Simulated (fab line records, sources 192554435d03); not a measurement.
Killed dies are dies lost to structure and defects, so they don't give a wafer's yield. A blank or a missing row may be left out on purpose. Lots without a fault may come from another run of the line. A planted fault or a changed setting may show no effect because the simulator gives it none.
Chamber matching | flow n5_finfet | N5_SPACER0_ALD_07 on ald_sin-03: 4 sister chambers
The step deposits SiNx, target thk 2 nm. 4 wafers are shown with their chamber, then 10 later ones without.

WAFERS WITH THEIR CHAMBER
wafer  | chamber | heater_power_w (W)
L090.3 | 0       | 834
L090.4 | 1       | 816
L092.2 | 3       | 986
L092.3 | 2       | 804

WAFERS WITHOUT THEIR CHAMBER
wafer  | heater_power_w (W)
L092.4 | 835
L093.1 | 800
L093.2 | 1015
L093.4 | 787
L095.2 | 811
L095.3 | 840
L095.4 | 1004
L096.3 | 802
L096.5 | 789
L096.6 | 829

WHICH CHAMBER EACH WENT THROUGH
wafer  | from the rows above          | in truth
L092.4 | can't be placed: 0 or 1      | 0
L093.1 | can't be placed: 2 or 1      | 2
L093.2 | 3                            | 3
L093.4 | can't be placed: 2 or 1      | 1
L095.2 | can't be placed: 1 or 2 or 0 | 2
L095.3 | can't be placed: 0 or 1      | 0
L095.4 | 3                            | 3
L096.3 | can't be placed: 2 or 1      | 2
L096.5 | can't be placed: 2 or 1      | 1
L096.6 | can't be placed: 0 or 1 or 2 | 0
Placed correctly: 2 of 10. Can't be placed from these rows: 8 (the true chamber is among the candidates in 8). Placed wrongly: 0.
How it was worked out, from the rows above alone: a wafer's distance from a chamber is the root of the sum, over the readings, of the square of ((its reading less the chamber's mean) divided by the reading's scatter). The wafer belongs to the nearest chamber; if the next one is less than 2 further off, it can't be placed. A chamber's mean is the mean of its shown wafers. The scatter: with one shown wafer a chamber, the root of the mean of the squares of how far each hidden wafer lies from its nearest shown one.
